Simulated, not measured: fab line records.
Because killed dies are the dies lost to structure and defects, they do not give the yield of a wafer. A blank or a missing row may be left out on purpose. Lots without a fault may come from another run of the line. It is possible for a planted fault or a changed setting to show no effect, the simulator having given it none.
fab line records / flow nandHarc
record lots=6 wafers=18 lastDay=32
route steps=1302 shown A_CHANNEL_FILL_D1@507 A_DECK1_JOINT@518 END@1302
lots with no fault: from the same line, run without faults
startH: hours from the record's opening day to when the first of the lot's shown wafers began / waitH: how many hours have passed since the lot's step before this one / " same as the row above / L1.1+2: a row that stands for several wafers / - either no value or no given start / * or withheld: withheld / < > ~ a bound
route shown NAME@n: names a module that has steps shown in the file, with the first one's number in the route / usual: the fault-free wafers' mean and standard deviation / same: alike in all rows / chamber/n: place in a boat / sites: each site's reading / _std_site: standard deviation across them / _edge_site: inner sites' mean taken away from outer sites' mean / radiusMm: how far each site lies from the wafer's centre / mask NAME#n: copy n / behind: tool/chamber where the wafer was last shaped / hold: what put the lot on hold/how long, in hours/how the hold closed / device: transistor that didn't switch, given as n, p or np / end of line: tests run on the same wafers once the route is complete / a step without rows: its recipe alone / killed: the dies lost at the first sort to structure and to defects; this is not the yield of the wafer / map: the dies of a wafer, with x for killed, . for not killed, _ for no die there
set.NAME: the setting the step ran with; set.NAME@STEP: the setting that earlier step ran with / model.NAME: the simulator's own value behind a step, which no gauge read
lots at selected steps of the route; one table per step, one row per wafer
services: when a tool's chamber went out of use (startH, in hours from the record's first day, below 0 if earlier), for how many hours, and the reason
## steps
# step NHARC_A_CHANNEL_FILL_D1_ALD_25
# recipe targetThkA=600 pulseTimeS=10 aldCycles=600 tempC=300 material=SiOx
# usual heaterPowerW=442/55 precursorPulseHeightRel=0.998/0.021
lot.wafer=L938.3 tool=aldHk-01 chamber=1 startH=265.90 waitH=0.7 heaterPowerW=386 precursorPulseHeightRel=0.978
lot.wafer=L938.1 tool=aldHk-01 chamber=3 startH=267.16 waitH=1.9 heaterPowerW=369 precursorPulseHeightRel=0.978
lot.wafer=L938.5 tool=aldHk-01 chamber=0 startH=267.16 waitH=1.9 heaterPowerW=416 precursorPulseHeightRel=0.979
lot.wafer=L943.2 tool=aldHk-01 chamber=2 startH=309.06 waitH=0.7 heaterPowerW=411 precursorPulseHeightRel=1.016
lot.wafer=L943.6 tool=aldHk-01 chamber=1 startH=310.93 waitH=2.5 heaterPowerW=381 precursorPulseHeightRel=0.996
lot.wafer=L943.5 tool=aldHk-01 chamber=2 startH=310.93 waitH=2.5 heaterPowerW=415 precursorPulseHeightRel=0.989
lot.wafer=L948.2 tool=aldHk-04 chamber=3 startH=374.47 waitH=1.3 heaterPowerW=501 precursorPulseHeightRel=1.009
lot.wafer=L948.5 tool=aldHk-04 chamber=1 startH=375.72 waitH=2.5 heaterPowerW=384 precursorPulseHeightRel=0.999
lot.wafer=L948.6 tool=aldHk-04 chamber=2 startH=375.72 waitH=2.5 heaterPowerW=537 precursorPulseHeightRel=1.006
lot.wafer=L951.1 tool=aldHk-01 chamber=2 startH=389.84 waitH=0.7 heaterPowerW=413 precursorPulseHeightRel=1.009
lot.wafer=L951.2 tool=aldHk-01 chamber=3 startH=389.84 waitH=0.7 heaterPowerW=362 precursorPulseHeightRel=1.005
lot.wafer=L951.6 tool=aldHk-01 chamber=2 startH=392.31 waitH=3.1 heaterPowerW=411 precursorPulseHeightRel=0.962
lot.wafer=L956.2 tool=aldHk-01 chamber=2 startH=435.69 waitH=0.7 heaterPowerW=412 precursorPulseHeightRel=0.976
lot.wafer=L956.4 tool=aldHk-01 chamber=3 startH=435.69 waitH=0.7 heaterPowerW=366 precursorPulseHeightRel=1.003
lot.wafer=L956.6 tool=aldHk-01 chamber=2 startH=438.15 waitH=3.1 heaterPowerW=417 precursorPulseHeightRel=0.994
lot.wafer=L957.3 tool=aldHk-01 chamber=2 startH=440.85 waitH=1.3 heaterPowerW=408 precursorPulseHeightRel=1.011
lot.wafer=L957.5 tool=aldHk-01 chamber=0 startH=442.08 waitH=2.5 heaterPowerW=401 precursorPulseHeightRel=1.028
lot.wafer=L957.6 tool=aldHk-01 chamber=1 startH=442.08 waitH=2.5 heaterPowerW=386 precursorPulseHeightRel=1.017
# step NHARC_A_CHANNEL_FILL_D1_ETCHBACK_08
# recipe targetDepthA=2200 timeS=110 c4f8FlowSccm=20 arFlowSccm=withheld rfW=600 biasW=300 chemistry=C4F8
# usual oesProductAu=0.97/0.039 rfFwdPowerW=596.4/1.9 rfVppV=442.3/2.5
lot.wafer=L938.3 tool=rieDiel-10 chamber=3 startH=- waitH=- oesProductAu=0.91 rfFwdPowerW=597.1 rfHoursCounterH=0.5 rfVppV=438.4
lot.wafer=L938.1 tool=rieDiel-10 chamber=1 startH=- waitH=- oesProductAu=0.94 rfFwdPowerW=595.9 rfHoursCounterH=0.4 rfVppV=438.6
lot.wafer=L938.5 tool=rieDiel-10 chamber=3 startH=- waitH=- oesProductAu=0.91 rfFwdPowerW=598.5 rfHoursCounterH=- rfVppV=439.3
lot.wafer=L943.2 tool=rieDiel-10 chamber=0 startH=- waitH=- oesProductAu=0.98 rfFwdPowerW=597.4 rfHoursCounterH=1.6 rfVppV=444.9
lot.wafer=L943.6 tool=rieDiel-10 chamber=0 startH=- waitH=- oesProductAu=0.98 rfFwdPowerW=594.7 rfHoursCounterH=- rfVppV=444.5
lot.wafer=L943.5 tool=rieDiel-10 chamber=1 startH=- waitH=- oesProductAu=1.02 rfFwdPowerW=596.2 rfHoursCounterH=- rfVppV=438.8
lot.wafer=L948.2 tool=rieDiel-05 chamber=1 startH=- waitH=- oesProductAu=1.00 rfFwdPowerW=593.0 rfHoursCounterH=6.4 rfVppV=442.0
lot.wafer=L948.6 tool=rieDiel-05 chamber=2 startH=- waitH=- oesProductAu=0.93 rfFwdPowerW=598.6 rfHoursCounterH=- rfVppV=445.2
lot.wafer=L948.5 tool=rieDiel-05 chamber=3 startH=- waitH=- oesProductAu=0.92 rfFwdPowerW=596.8 rfHoursCounterH=- rfVppV=442.9
lot.wafer=L951.2 tool=rieDiel-04 chamber=1 startH=- waitH=- oesProductAu=0.99 rfFwdPowerW=596.3 rfHoursCounterH=1.8 rfVppV=440.6
lot.wafer=L951.1 tool=rieDiel-04 chamber=3 startH=- waitH=- oesProductAu=1.00 rfFwdPowerW=599.6 rfHoursCounterH=1.6 rfVppV=445.2
lot.wafer=L951.6 tool=rieDiel-04 chamber=2 startH=- waitH=- oesProductAu=0.99 rfFwdPowerW=595.8 rfHoursCounterH=- rfVppV=439.0
lot.wafer=L956.4 tool=rieDiel-05 chamber=0 startH=- waitH=- oesProductAu=0.94 rfFwdPowerW=591.0 rfHoursCounterH=1.8 rfVppV=443.9
lot.wafer=L956.2 tool=rieDiel-05 chamber=2 startH=- waitH=- oesProductAu=0.93 rfFwdPowerW=594.9 rfHoursCounterH=1.8 rfVppV=445.4
lot.wafer=L956.6 tool=rieDiel-05 chamber=0 startH=- waitH=- oesProductAu=0.93 rfFwdPowerW=594.6 rfHoursCounterH=- rfVppV=442.0
lot.wafer=L957.3 tool=rieDiel-10 chamber=0 startH=- waitH=- oesProductAu=1.01 rfFwdPowerW=597.6 rfHoursCounterH=1.3 rfVppV=445.6
lot.wafer=L957.6 tool=rieDiel-10 chamber=3 startH=- waitH=- oesProductAu=0.99 rfFwdPowerW=599.6 rfHoursCounterH=- rfVppV=439.2
lot.wafer=L957.5 tool=rieDiel-10 chamber=0 startH=- waitH=- oesProductAu=1.01 rfFwdPowerW=596.9 rfHoursCounterH=- rfVppV=444.0
# step NHARC_A_CHANNEL_FILL_D1_STRIP_29
# recipe timeS=20 o2FlowSccm=500 arFlowSccm=0 biasW=0 chemistry=O2
# usual drypumpMotorCurrentA=5.9/0.47 o2FlowSccm=500.2/1.5 oesProductAu=1.005/0.013 rfVppV=58.0/0.97 showerheadPlenumPTorr=3.61/0.13 throttleValvePct=17.036/0.0085
lot.wafer=L938.3 tool=rieDiel-10 chamber=1 startH=- waitH=- drypumpMotorCurrentA=5.9 o2FlowSccm=501.8 oesProductAu=0.999 rfHoursCounterH=0.4 rfVppV=57.0 showerheadPlenumPTorr=3.44 throttleValvePct=17.048
lot.wafer=L938.1 tool=rieDiel-10 chamber=0 startH=- waitH=- drypumpMotorCurrentA=5.5 o2FlowSccm=496.7 oesProductAu=0.999 rfHoursCounterH=0.3 rfVppV=60.1 showerheadPlenumPTorr=3.71 throttleValvePct=17.037
lot.wafer=L938.5 tool=rieDiel-10 chamber=2 startH=- waitH=- drypumpMotorCurrentA=5.6 o2FlowSccm=498.3 oesProductAu=0.992 rfHoursCounterH=- rfVppV=58.5 showerheadPlenumPTorr=3.73 throttleValvePct=17.024
lot.wafer=L943.2 tool=rieDiel-10 chamber=2 startH=- waitH=- drypumpMotorCurrentA=5.6 o2FlowSccm=500.8 oesProductAu=0.991 rfHoursCounterH=2.1 rfVppV=58.5 showerheadPlenumPTorr=3.73 throttleValvePct=17.034
lot.wafer=L943.6 tool=rieDiel-10 chamber=1 startH=- waitH=- drypumpMotorCurrentA=5.9 o2FlowSccm=501.0 oesProductAu=1.021 rfHoursCounterH=- rfVppV=57.9 showerheadPlenumPTorr=3.44 throttleValvePct=17.025
lot.wafer=L943.5 tool=rieDiel-10 chamber=2 startH=- waitH=- drypumpMotorCurrentA=5.6 o2FlowSccm=500.6 oesProductAu=0.995 rfHoursCounterH=- rfVppV=58.8 showerheadPlenumPTorr=3.73 throttleValvePct=17.058
lot.wafer=L948.2 tool=rieDiel-05 chamber=0 startH=- waitH=- drypumpMotorCurrentA=5.3 o2FlowSccm=500.7 oesProductAu=1.013 rfHoursCounterH=6.7 rfVppV=58.7 showerheadPlenumPTorr=3.68 throttleValvePct=17.037
lot.wafer=L948.6 tool=rieDiel-05 chamber=3 startH=- waitH=- drypumpMotorCurrentA=6.8 o2FlowSccm=503.5 oesProductAu=1.009 rfHoursCounterH=- rfVppV=57.2 showerheadPlenumPTorr=3.62 throttleValvePct=17.052
lot.wafer=L948.5 tool=rieDiel-05 chamber=0 startH=- waitH=- drypumpMotorCurrentA=5.3 o2FlowSccm=501.0 oesProductAu=1.010 rfHoursCounterH=- rfVppV=58.1 showerheadPlenumPTorr=3.68 throttleValvePct=17.041
lot.wafer=L951.1 tool=rieDiel-04 chamber=3 startH=- waitH=- drypumpMotorCurrentA=6.0 o2FlowSccm=500.9 oesProductAu=1.025 rfHoursCounterH=1.6 rfVppV=57.7 showerheadPlenumPTorr=3.75 throttleValvePct=17.021
lot.wafer=L951.2 tool=rieDiel-04 chamber=0 startH=- waitH=- drypumpMotorCurrentA=6.5 o2FlowSccm=501.6 oesProductAu=0.997 rfHoursCounterH=2.0 rfVppV=59.2 showerheadPlenumPTorr=3.71 throttleValvePct=17.037
lot.wafer=L951.6 tool=rieDiel-04 chamber=1 startH=- waitH=- drypumpMotorCurrentA=5.2 o2FlowSccm=498.6 oesProductAu=1.024 rfHoursCounterH=- rfVppV=56.9 showerheadPlenumPTorr=3.50 throttleValvePct=17.036
lot.wafer=L956.4 tool=rieDiel-05 chamber=1 startH=- waitH=- drypumpMotorCurrentA=5.7 o2FlowSccm=501.6 oesProductAu=1.021 rfHoursCounterH=1.4 rfVppV=56.9 showerheadPlenumPTorr=3.68 throttleValvePct=17.038
lot.wafer=L956.2 tool=rieDiel-05 chamber=0 startH=- waitH=- drypumpMotorCurrentA=5.2 o2FlowSccm=497.6 oesProductAu=1.025 rfHoursCounterH=1.9 rfVppV=58.0 showerheadPlenumPTorr=3.67 throttleValvePct=17.015
lot.wafer=L956.6 tool=rieDiel-05 chamber=1 startH=- waitH=- drypumpMotorCurrentA=5.7 o2FlowSccm=501.2 oesProductAu=1.023 rfHoursCounterH=- rfVppV=59.1 showerheadPlenumPTorr=3.68 throttleValvePct=17.013
lot.wafer=L957.3 tool=rieDiel-10 chamber=1 startH=- waitH=- drypumpMotorCurrentA=5.9 o2FlowSccm=496.8 oesProductAu=1.007 rfHoursCounterH=1.5 rfVppV=58.8 showerheadPlenumPTorr=3.43 throttleValvePct=17.029
lot.wafer=L957.6 tool=rieDiel-10 chamber=3 startH=- waitH=- drypumpMotorCurrentA=6.2 o2FlowSccm=503.4 oesProductAu=0.996 rfHoursCounterH=- rfVppV=56.7 showerheadPlenumPTorr=3.40 throttleValvePct=17.036
lot.wafer=L957.5 tool=rieDiel-10 chamber=0 startH=- waitH=- drypumpMotorCurrentA=5.5 o2FlowSccm=501.2 oesProductAu=1.022 rfHoursCounterH=- rfVppV=59.8 showerheadPlenumPTorr=3.70 throttleValvePct=17.028
# step NHARC_A_CHANNEL_FILL_D1_PRECLEAN_30
# recipe timeS=30 chemistry=dHF
# step NHARC_A_CHANNEL_FILL_D1_SRD_31
# step NHARC_A_CHANNEL_FILL_D1_CVD_09
# recipe targetThkA=1500 tempC=620 pressureMtorr=200 timeS=3000 material=poly-Si
# step NHARC_A_CHANNEL_FILL_D1_CMP_10
# recipe targetThkNm=150
# usual motorCurrentA=11.7/0.96 slurryFilterDpKPa=13.49/0.13 timeToEndpointS=15/3.2
lot.wafer=L938.1 tool=cmp-03 chamber=3 startH=276.73 waitH=0.4 motorCurrentA=12.4 slurryFilterDpKPa=13.34 timeToEndpointS=13
lot.wafer=L938.3 tool=cmp-03 chamber=1 startH=276.73 waitH=0.4 motorCurrentA=13.1 slurryFilterDpKPa=13.61 timeToEndpointS=17
lot.wafer=L938.5 tool=cmp-03 chamber=2 startH=276.73 waitH=0.4 motorCurrentA=11.9 slurryFilterDpKPa=13.56 timeToEndpointS=18
lot.wafer=L943.2 tool=cmp-03 chamber=1 startH=321.12 waitH=0.4 motorCurrentA=13.4 slurryFilterDpKPa=13.64 timeToEndpointS=21
lot.wafer=L943.6 tool=cmp-03 chamber=3 startH=321.12 waitH=0.4 motorCurrentA=12.0 slurryFilterDpKPa=13.64 timeToEndpointS=14
lot.wafer=L943.5 tool=cmp-03 chamber=0 startH=321.12 waitH=0.4 motorCurrentA=10.5 slurryFilterDpKPa=13.60 timeToEndpointS=17
lot.wafer=L948.2 tool=cmp-03 chamber=3 startH=384.59 waitH=0.4 motorCurrentA=12.4 slurryFilterDpKPa=13.30 timeToEndpointS=12
lot.wafer=L948.5 tool=cmp-03 chamber=1 startH=384.59 waitH=0.4 motorCurrentA=13.2 slurryFilterDpKPa=13.62 timeToEndpointS=18
lot.wafer=L948.6 tool=cmp-03 chamber=2 startH=384.59 waitH=0.4 motorCurrentA=11.9 slurryFilterDpKPa=13.63 timeToEndpointS=16
lot.wafer=L951.2 tool=cmp-03 chamber=1 startH=400.59 waitH=0.4 motorCurrentA=12.8 slurryFilterDpKPa=13.47 timeToEndpointS=18
lot.wafer=L951.1 tool=cmp-03 chamber=0 startH=400.59 waitH=0.4 motorCurrentA=10.1 slurryFilterDpKPa=13.35 timeToEndpointS=12
lot.wafer=L951.6 tool=cmp-03 chamber=2 startH=400.59 waitH=0.4 motorCurrentA=12.1 slurryFilterDpKPa=13.32 timeToEndpointS=13
lot.wafer=L956.2 tool=cmp-03 chamber=2 startH=446.44 waitH=0.4 motorCurrentA=11.8 slurryFilterDpKPa=13.76 timeToEndpointS=15
lot.wafer=L956.4 tool=cmp-03 chamber=3 startH=446.44 waitH=0.4 motorCurrentA=13.0 slurryFilterDpKPa=13.40 timeToEndpointS=12
lot.wafer=L956.6 tool=cmp-03 chamber=3 startH=446.44 waitH=0.4 motorCurrentA=12.5 slurryFilterDpKPa=13.52 timeToEndpointS=12
lot.wafer=L957.3 tool=cmp-03 chamber=2 startH=450.89 waitH=0.4 motorCurrentA=12.4 slurryFilterDpKPa=13.54 timeToEndpointS=11
lot.wafer=L957.5 tool=cmp-03 chamber=2 startH=450.89 waitH=0.4 motorCurrentA=12.0 slurryFilterDpKPa=13.48 timeToEndpointS=13
lot.wafer=L957.6 tool=cmp-03 chamber=3 startH=450.89 waitH=0.4 motorCurrentA=12.4 slurryFilterDpKPa=13.61 timeToEndpointS=10
# step NHARC_A_CHANNEL_FILL_D1_SRD_12
# step NHARC_A_CHANNEL_FILL_D1_INSPECT_13
# usual rawDefectCount=324/120
lot.wafer=L938.1 tool=defectInspect-01 chamber=- startH=277.11 waitH=0.0 rawDefectCount=235
lot.wafer=L938.3 tool=defectInspect-01 chamber=- startH=277.11 waitH=0.0 rawDefectCount=221
lot.wafer=L938.5 tool=defectInspect-01 chamber=- startH=277.11 waitH=0.0 rawDefectCount=191
lot.wafer=L943.2 tool=defectInspect-01 chamber=- startH=321.48 waitH=0.0 rawDefectCount=207
lot.wafer=L943.5 tool=defectInspect-01 chamber=- startH=321.48 waitH=0.0 rawDefectCount=306
lot.wafer=L943.6 tool=defectInspect-01 chamber=- startH=321.48 waitH=0.0 rawDefectCount=187
lot.wafer=L948.2 tool=defectInspect-02 chamber=- startH=384.95 waitH=0.0 rawDefectCount=465
lot.wafer=L948.5 tool=defectInspect-02 chamber=- startH=384.95 waitH=0.0 rawDefectCount=459
lot.wafer=L948.6 tool=defectInspect-02 chamber=- startH=384.95 waitH=0.0 rawDefectCount=392
lot.wafer=L951.1 tool=defectInspect-01 chamber=- startH=401.00 waitH=0.0 rawDefectCount=425
lot.wafer=L951.2 tool=defectInspect-01 chamber=- startH=401.00 waitH=0.0 rawDefectCount=271
lot.wafer=L951.6 tool=defectInspect-01 chamber=- startH=401.00 waitH=0.0 rawDefectCount=432
lot.wafer=L956.2 tool=defectInspect-01 chamber=- startH=446.85 waitH=0.0 rawDefectCount=452
lot.wafer=L956.4 tool=defectInspect-01 chamber=- startH=446.85 waitH=0.0 rawDefectCount=316
lot.wafer=L956.6 tool=defectInspect-01 chamber=- startH=446.85 waitH=0.0 rawDefectCount=352
lot.wafer=L957.3 tool=defectInspect-01 chamber=- startH=451.31 waitH=0.0 rawDefectCount=354
lot.wafer=L957.5 tool=defectInspect-01 chamber=- startH=451.31 waitH=0.0 rawDefectCount=330
lot.wafer=L957.6 tool=defectInspect-01 chamber=- startH=451.31 waitH=0.0 rawDefectCount=340
# step NHARC_A_DECK1_JOINT_ETCHBACK_07
# recipe targetDepthA=1050 timeS=26.9 hbrFlowSccm=150 rfW=350 icpW=350 biasW=60 chemistry=HBr
# usual drypumpMotorCurrentA=5.7/0.48 hbrFlowSccm=150.0/0.4 oesProductAu=1.003/0.012 rfFwdPowerW=343.9/1.9 throttleValvePct=23.266/0.0095
lot.wafer=L938.1 tool=rieSi-06 chamber=2 startH=277.20 waitH=0.1 drypumpMotorCurrentA=6.2 hbrFlowSccm=149.7 oesProductAu=0.988 rfFwdPowerW=342.4 rfHoursCounterH=0.1 throttleValvePct=23.275
lot.wafer=L938.3 tool=rieSi-06 chamber=3 startH=277.20 waitH=0.1 drypumpMotorCurrentA=5.5 hbrFlowSccm=149.7 oesProductAu=0.996 rfFwdPowerW=344.4 rfHoursCounterH=0.1 throttleValvePct=23.266
lot.wafer=L938.5 tool=rieSi-06 chamber=0 startH=277.20 waitH=0.1 drypumpMotorCurrentA=5.3 hbrFlowSccm=150.2 oesProductAu=1.005 rfFwdPowerW=342.5 rfHoursCounterH=- throttleValvePct=23.278
lot.wafer=L943.2 tool=rieSi-01 chamber=0 startH=321.58 waitH=0.1 drypumpMotorCurrentA=6.1 hbrFlowSccm=150.4 oesProductAu=1.003 rfFwdPowerW=344.1 rfHoursCounterH=0.6 throttleValvePct=23.268
lot.wafer=L943.5 tool=rieSi-01 chamber=1 startH=321.58 waitH=0.1 drypumpMotorCurrentA=6.0 hbrFlowSccm=149.7 oesProductAu=1.030 rfFwdPowerW=347.9 rfHoursCounterH=- throttleValvePct=23.263
lot.wafer=L943.6 tool=rieSi-01 chamber=2 startH=321.58 waitH=0.1 drypumpMotorCurrentA=5.7 hbrFlowSccm=150.3 oesProductAu=1.015 rfFwdPowerW=342.9 rfHoursCounterH=- throttleValvePct=23.272
lot.wafer=L948.2 tool=rieSi-01 chamber=1 startH=385.05 waitH=0.1 drypumpMotorCurrentA=6.0 hbrFlowSccm=149.5 oesProductAu=1.007 rfFwdPowerW=346.5 rfHoursCounterH=0.0 throttleValvePct=23.265
lot.wafer=L948.5 tool=rieSi-01 chamber=2 startH=385.05 waitH=0.1 drypumpMotorCurrentA=5.7 hbrFlowSccm=150.1 oesProductAu=1.013 rfFwdPowerW=342.5 rfHoursCounterH=- throttleValvePct=23.281
lot.wafer=L948.6 tool=rieSi-01 chamber=3 startH=385.05 waitH=0.1 drypumpMotorCurrentA=5.3 hbrFlowSccm=149.6 oesProductAu=1.363 rfFwdPowerW=345.0 rfHoursCounterH=- throttleValvePct=23.272
lot.wafer=L951.2 tool=rieSi-01 chamber=0 startH=401.08 waitH=0.1 drypumpMotorCurrentA=6.1 hbrFlowSccm=149.7 oesProductAu=0.995 rfFwdPowerW=342.7 rfHoursCounterH=0.2 throttleValvePct=23.277
lot.wafer=L951.1 tool=rieSi-01 chamber=2 startH=401.08 waitH=0.1 drypumpMotorCurrentA=5.7 hbrFlowSccm=150.2 oesProductAu=1.353 rfFwdPowerW=342.8 rfHoursCounterH=0.2 throttleValvePct=23.269
lot.wafer=L951.6 tool=rieSi-01 chamber=0 startH=401.08 waitH=0.1 drypumpMotorCurrentA=6.1 hbrFlowSccm=149.6 oesProductAu=1.346 rfFwdPowerW=340.0 rfHoursCounterH=- throttleValvePct=23.263
lot.wafer=L956.4 tool=rieSi-05 chamber=1 startH=446.91 waitH=0.1 drypumpMotorCurrentA=4.9 hbrFlowSccm=149.7 oesProductAu=0.983 rfFwdPowerW=347.8 rfHoursCounterH=0.7 throttleValvePct=23.267
lot.wafer=L956.2 tool=rieSi-05 chamber=2 startH=446.91 waitH=0.1 drypumpMotorCurrentA=6.3 hbrFlowSccm=149.8 oesProductAu=0.991 rfFwdPowerW=339.8 rfHoursCounterH=0.7 throttleValvePct=23.266
lot.wafer=L956.6 tool=rieSi-05 chamber=1 startH=446.91 waitH=0.1 drypumpMotorCurrentA=4.9 hbrFlowSccm=149.6 oesProductAu=0.987 rfFwdPowerW=347.1 rfHoursCounterH=- throttleValvePct=23.252
lot.wafer=L957.3 tool=rieSi-06 chamber=2 startH=451.37 waitH=0.1 drypumpMotorCurrentA=6.2 hbrFlowSccm=149.8 oesProductAu=1.006 rfFwdPowerW=344.9 rfHoursCounterH=0.1 throttleValvePct=23.271
lot.wafer=L957.5 tool=rieSi-06 chamber=2 startH=451.37 waitH=0.1 drypumpMotorCurrentA=6.2 hbrFlowSccm=150.3 oesProductAu=1.000 rfFwdPowerW=344.7 rfHoursCounterH=- throttleValvePct=23.259
lot.wafer=L957.6 tool=rieSi-06 chamber=3 startH=451.37 waitH=0.1 drypumpMotorCurrentA=5.5 hbrFlowSccm=149.2 oesProductAu=1.003 rfFwdPowerW=344.2 rfHoursCounterH=- throttleValvePct=23.277
# step NHARC_A_DECK1_JOINT_ETCH_25
# recipe targetDepthA=5 chemistry=dHF material=SiO2
# step NHARC_END_SORT_01
# recipe tempC=25
# usual killedAtArray=59/17 killedAtOther=0.9/1.6 killedAtPeriphery=3.7/2.3 killedDies=64/17 killedOpen=3.3/1.8 killedShort=2.4/1.6
# same grossDies=677
lot.wafer=L938.1 tool=prober-01 chamber=0 startH=604.91 waitH=2.5 killedAtArray=73 killedAtOther=2 killedAtPeriphery=7 killedDies=82 killedOpen=1 killedShort=3
lot.wafer=L938.3 tool=prober-01 chamber=0 startH=606.49 waitH=3.1 killedAtArray=78 killedAtOther=1 killedAtPeriphery=6 killedDies=85 killedOpen=4 killedShort=4
lot.wafer=L938.5 tool=prober-01 chamber=0 startH=608.06 waitH=3.7 killedAtArray=88 killedAtOther=2 killedAtPeriphery=3 killedDies=93 killedOpen=2 killedShort=2
lot.wafer=L951.1 tool=prober-02 chamber=0 startH=714.80 waitH=2.5 killedAtArray=58 killedAtOther=0 killedAtPeriphery=5 killedDies=63 killedOpen=3 killedShort=2
lot.wafer=L951.2 tool=prober-02 chamber=0 startH=715.61 waitH=2.8 killedAtArray=74 killedAtOther=0 killedAtPeriphery=2 killedDies=76 killedOpen=4 killedShort=3
lot.wafer=L951.6 tool=prober-02 chamber=0 startH=718.84 waitH=4.0 killedAtArray=60 killedAtOther=1 killedAtPeriphery=1 killedDies=62 killedOpen=3 killedShort=2
# killed by level:class
L938.1 A_CHANNEL_HOLE_D1:chamberFilmFlake=30 A_SLIT:chamberFilmFlake=25 A_CHANNEL_HOLE_D2:chamberFilmFlake=7 P_STI:chamberFilmFlake=5 A_CONTACT:chamberFilmFlake=5 A_CHANNEL_FILL_D1:chamberFilmFlake=2 THIN_TSV:chamberFilmFlake=2 P_GATE:geometricParticle:open=1
L938.3 A_SLIT:chamberFilmFlake=31 A_CHANNEL_HOLE_D1:chamberFilmFlake=29 A_STAIRCASE:chamberFilmFlake=5 P_STI:chamberFilmFlake=3 A_DECK1_JOINT:chamberFilmFlake=3 A_CONTACT:chamberFilmFlake=3 A_CHANNEL_HOLE_D2:chamberFilmFlake=2 P_CONTACT:geometricParticle:open=1
L938.5 A_SLIT:chamberFilmFlake=35 A_CHANNEL_HOLE_D1:chamberFilmFlake=25 A_CHANNEL_HOLE_D2:chamberFilmFlake=11 A_STAIRCASE:chamberFilmFlake=4 A_CONTACT:chamberFilmFlake=4 A_CHANNEL_FILL_D1:chamberFilmFlake=3 A_ONON_D1:geometricParticle:open=2 P_STI:chamberFilmFlake=2
L951.1 A_CHANNEL_HOLE_D1:chamberFilmFlake=27 A_CHANNEL_HOLE_D2:chamberFilmFlake=22 A_CONTACT:chamberFilmFlake=5 P_GATE:geometricParticle:open=1 P_CONTACT:geometricParticle:short=1 P_M0:geometricParticle:open=1 A_CHANNEL_HOLE_D1:geometricParticle:open=1 A_CHANNEL_FILL_D2:geometricParticle:short=1
L951.2 A_CHANNEL_HOLE_D1:chamberFilmFlake=34 A_CHANNEL_HOLE_D2:chamberFilmFlake=26 A_SLIT:chamberFilmFlake=4 A_CONTACT:chamberFilmFlake=3 A_BLC:geometricParticle:open=2 P_M1:geometricParticle:open=1 A_STAIRCASE:geometricParticle:short=1 A_SGD_CUT:geometricParticle:open=1
L951.6 A_CHANNEL_HOLE_D1:chamberFilmFlake=29 A_CHANNEL_HOLE_D2:chamberFilmFlake=18 A_CONTACT:chamberFilmFlake=5 P_M1:geometricParticle:open=1 A_SOURCE_PLATE:geometricParticle:short=1 A_ONON_D1:geometricParticle:open=1 A_DECK1_JOINT:geometricParticle:open=1 A_WL_FILL:geometricParticle:short=1
## services
tool=rieDiel-04 chamber=2 startH=242.17 hours=15.0 kind=repair
tool=rieDiel-10 chamber=- startH=242.50 hours=9.0 kind=pm
tool=rieSi-06 chamber=- startH=249.00 hours=9.0 kind=pm
tool=rieDiel-05 chamber=3 startH=250.10 hours=7.9 kind=repair
tool=rieDiel-05 chamber=1 startH=256.13 hours=19.2 kind=repair
tool=cmp-03 chamber=- startH=260.00 hours=4.0 kind=pm
tool=rieSi-06 chamber=3 startH=271.14 hours=5.5 kind=repair
tool=cmp-03 chamber=- startH=271.53 hours=0.3 kind=repair
tool=rieDiel-10 chamber=1 startH=282.43 hours=12.4 kind=repair
tool=rieDiel-04 chamber=0 startH=287.75 hours=23.4 kind=repair
tool=rieDiel-10 chamber=3 startH=296.05 hours=4.8 kind=repair
tool=cmp-03 chamber=- startH=313.65 hours=1.0 kind=repair
tool=rieDiel-10 chamber=2 startH=326.59 hours=4.0 kind=repair
tool=rieDiel-04 chamber=- startH=349.11 hours=1.6 kind=repair
tool=rieSi-01 chamber=1 startH=354.03 hours=8.0 kind=repair
tool=rieDiel-04 chamber=- startH=354.91 hours=9.0 kind=pm
tool=cmp-03 chamber=- startH=358.00 hours=4.0 kind=pm
tool=rieSi-01 chamber=- startH=370.00 hours=9.0 kind=pm
tool=rieDiel-05 chamber=1 startH=383.10 hours=5.0 kind=repair
tool=rieDiel-10 chamber=1 startH=393.48 hours=1.2 kind=repair
tool=cmp-03 chamber=- startH=394.07 hours=3.4 kind=repair
tool=rieDiel-05 chamber=1 startH=402.76 hours=6.4 kind=repair
tool=rieDiel-05 chamber=- startH=407.05 hours=9.0 kind=pm
tool=rieDiel-10 chamber=- startH=419.50 hours=9.0 kind=pm
## key
firstSign step=NHARC_A_DECK1_JOINT_ETCHBACK_07 reading=oesProductAu direction=up sigmas=29 usual=1.003 struck=1.354
effect none on later readings
metAt NHARC_A_DECK1_JOINT_ETCHBACK_07
struckWafers L948.6,L951.1,L951.6
testerLeftOut L948,L951
onsetBetween 321.58 385.05
fault kind=processParameterDrift tool=rieSi-01 chamber=- onsetH=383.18 steps=NHARC_A_DECK1_JOINT_ETCHBACK_07 channel=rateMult offset=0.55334 shape=step endH=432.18 scope=struckWafersOnly
# testerLeftOut: of these lots the tester's yield and bins aren't shown, on N5 and GAA mostly nor the transistor test; their killed dies are dies lost to structure and defects alone, not to doping, threshold or leakage, so they don't give the yield
